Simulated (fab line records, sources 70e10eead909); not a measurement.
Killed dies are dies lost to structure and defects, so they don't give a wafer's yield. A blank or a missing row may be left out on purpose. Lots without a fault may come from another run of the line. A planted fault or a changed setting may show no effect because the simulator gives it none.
fab line records | flow nand_harc
record lots=7 wafers=21 last_day=25
route steps=1159 shown A_ZERO_WELL@412 A_SOURCE_PLATE@413 A_ONON_D1@424
lots that met no fault: from a run of the same line without faults
start_h: hours from the record's first day to the start of the lot's first wafer shown | wait_h: hours since the lot's step before | " the same as in the row above | L1.1+2: a row that stands for several wafers | - no value, or no start given | * or withheld: withheld | < > ~ a bound
route shown NAME@n: a module of which the file shows steps, and the number in the route of the first | usual: mean/standard deviation of fault-free wafers | same: alike in all rows | chamber/n: place in a boat | sites: the reading at each site | _std_site: their standard deviation | _edge_site: outer sites' mean less inner sites' | radius_mm: how far each site lies from the wafer's centre | mask NAME#n: copy n | behind: the tool/chamber that last shaped the wafer | hold: why the lot was held/for how many hours/how that ended | device: the transistor (n, p or np) that didn't switch | end of line: the same wafers' tests at the end of the route | a step without rows: its recipe alone | killed: dies lost to structure and defects at the first sort, not the wafer's yield | map: a wafer's dies, x killed, . not, _ none there
set.NAME: the setting as run; set.NAME@STEP: as run at that earlier step | model.NAME: the simulator's own value behind a step, which no gauge read
lots at some steps of the route; a table a step, a row a wafer
services: from which hour (start_h, from the record's first day; less than 0 if before it) a tool's chamber was out of use, for how many hours, and why
## steps
# step NHARC_A_ZERO_WELL_INSPECT_17
# usual raw_defect_count=10/5.5
# columns lot.wafer tool chamber start_h wait_h raw_defect_count
L527.1 defect_inspect-01 - 151.33 0.2 14
L527.5 " - " " 9
L527.6 " - " " 17
L531.1 defect_inspect-01 - 156.76 0.2 20
L531.5 " - " " 14
L531.6 " - " " 17
L532.2 defect_inspect-02 - 157.41 0.1 15
L532.4 " - " " 32
L532.6 " - " " 13
L533.1 defect_inspect-01 - 170.82 0.2 9
L533.4 " - " " 11
L533.5 " - " " 4
L542.2 defect_inspect-02 - 226.18 0.1 14
L542.4 " - " " 10
L542.5 " - " " 12
L548.1 defect_inspect-02 - 259.78 0.2 15
L548.4 " - " " 11
L548.5 " - " " 9
L550.1 defect_inspect-02 - 268.00 0.2 16
L550.4 " - " " 14
L550.5 " - " " 5
# step NHARC_A_SOURCE_PLATE_PRECLEAN_00
# recipe time_s=60 chemistry=HF-LAST
# step NHARC_A_SOURCE_PLATE_SRD_01
# step NHARC_A_SOURCE_PLATE_OXIDE_02
# recipe target_thk_a=100 temp_c=900 ox_time_s=1362 material=SiO2
# step NHARC_A_SOURCE_PLATE_THK_MEAS_09
# recipe thk_meas_gauge=ellipsometry
# usual thk_nm=9.9/1
# columns lot.wafer tool chamber start_h wait_h thk_nm
L527.1 film_metro-01 - 158.69 0.4 9.3
L527.5 " - " " 9.7
L527.6 " - " " 9.4
L531.1 film_metro-01 - 164.18 0.4 10.5
L531.5 " - " " 9.8
L531.6 " - " " 11.0
L532.2 film_metro-02 - 164.18 0.4 9.4
L532.4 " - " " 9.7
L532.6 " - " " 9.6
L533.1 film_metro-01 - 180.86 0.4 10.4
L533.4 " - " " 10.6
L533.5 " - " " 9.3
L542.2 film_metro-02 - 233.57 0.4 9.1
L542.4 " - " " 8.9
L542.5 " - " " 9.4
L548.1 film_metro-02 - 266.91 0.4 10.1
L548.4 " - " " 10.5
L548.5 " - " " 11.0
L550.1 film_metro-02 - 275.13 0.4 8.6
L550.4 " - " " 9.9
L550.5 " - " " 9.9
# step NHARC_A_SOURCE_PLATE_PVD_04
# recipe target_thk_a=500 material=WSi2
# step NHARC_A_SOURCE_PLATE_CVD_03
# recipe target_thk_a=2000 temp_c=620 pressure_mtorr=200 time_s=4000 material=poly-Si
# step NHARC_A_SOURCE_PLATE_ANNEAL_05
# recipe temp_c=850 time_s=1800
# step NHARC_A_SOURCE_PLATE_THK_MEAS_06
# recipe thk_meas_gauge=ellipsometry
# usual thk_nm=200.1/2.2
# columns lot.wafer tool chamber start_h wait_h thk_nm
L527.1 film_metro-02 - 172.37 0.4 201.5
L527.5 " - " " 203.1
L527.6 " - " " 203.2
L531.1 film_metro-02 - 177.29 0.4 200.7
L531.5 " - " " 201.4
L531.6 " - " " 201.7
L532.2 film_metro-01 - 177.29 0.4 201.0
L532.4 " - " " 202.5
L532.6 " - " " 201.7
L533.1 film_metro-02 - 193.74 0.4 201.4
L533.4 " - " " 199.5
L533.5 " - " " 197.6
L542.2 film_metro-02 - 246.79 0.4 203.5
L542.4 " - " " 199.7
L542.5 " - " " 202.6
L548.1 film_metro-01 - 280.07 0.4 200.5
L548.4 " - " " 199.5
L548.5 " - " " 200.2
L550.1 film_metro-01 - 289.50 0.4 198.8
L550.4 " - " " 201.3
L550.5 " - " " 201.1
# step NHARC_A_SOURCE_PLATE_INSPECT_08
# usual raw_defect_count=59/28
# columns lot.wafer tool chamber start_h wait_h raw_defect_count
L527.1 defect_inspect-01 - 172.45 0.0 58
L527.5 " - " " 111
L527.6 " - " " 75
L532.2 defect_inspect-01 - 177.36 0.0 58
L532.4 " - " " 86
L532.6 " - " " 41
L531.1 defect_inspect-02 - 177.38 0.0 56
L531.5 " - " " 38
L531.6 " - " " 69
L533.1 defect_inspect-01 - 193.83 0.1 52
L533.4 " - " " 49
L533.5 " - " " 105
L542.2 defect_inspect-02 - 246.85 0.0 41
L542.4 " - " " 50
L542.5 " - " " 50
L548.1 defect_inspect-01 - 280.15 0.0 108
L548.4 " - " " 155
L548.5 " - " " 43
L550.1 defect_inspect-02 - 289.56 0.0 90
L550.4 " - " " 66
L550.5 " - " " 25
# step NHARC_A_ONON_D1_DEP_00
# recipe target_thk_a=10000 n2_flow_sccm=2750 n2o_flow_sccm=2000 nh3_flow_sccm=500 sih4_flow_sccm=210 temp_c=400
# usual n2_flow_sccm=2751/8.6 n2o_flow_sccm=2001/6.2
# columns lot.wafer tool chamber start_h wait_h n2_flow_sccm n2o_flow_sccm
L527.1 pecvd_onon-04 0 172.52 0.1 2741 1999
L527.5 " 0 " " 2742 1991
L527.6 " 0 " " 2732 2000
L531.1 pecvd_onon-04 - 177.44 0.1 - -
L531.5 " - " " - -
L531.6 " - " " - -
L532.2 pecvd_onon-02 - 177.48 0.1 - -
L532.4 " - " " - -
L532.6 " - " " - -
L533.1 pecvd_onon-04 - 193.89 0.1 - -
L533.4 " - " " - -
L533.5 " - " " - -
L542.2 pecvd_onon-03 0 247.01 0.2 2746 2009
L542.4 " 0 " " 2755 2003
L542.5 " 0 " " 2741 2005
L548.1 pecvd_onon-03 0 280.22 0.1 2755 2005
L548.4 " 0 " " 2757 2003
L548.5 " 0 " " 2758 2004
L550.1 pecvd_onon-02 0 289.63 0.1 2752 1999
L550.4 " 0 " " 2752 1994
L550.5 " 0 " " 2752 2001
## services
# columns tool chamber start_h hours kind
pecvd_onon-03 - 153.00 13.0 pm
pecvd_onon-04 - 237.04 13.0 pm
## key
first_sign step=NHARC_A_ONON_D1_DEP_00 reading=tool_record direction=missing
effect none on later readings
met_at NHARC_A_ONON_D1_DEP_00
struck_wafers L531.1,L531.5,L531.6,L532.2,L532.4,L532.6,L533.1,L533.4,L533.5
scrapped_behind NHARC_A_ONON_D1_THK_MEAS_02 L531.1,L531.5,L531.6,L532.2,L532.4,L532.6,L533.1,L533.4,L533.5
onset_between 172.52 177.44
fault kind=skipped_step_whole tool=pecvd_onon-02,pecvd_onon-04 chamber=- onset_h=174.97 steps=NHARC_A_ONON_D1_DEP_00 scope=struck_lots_only
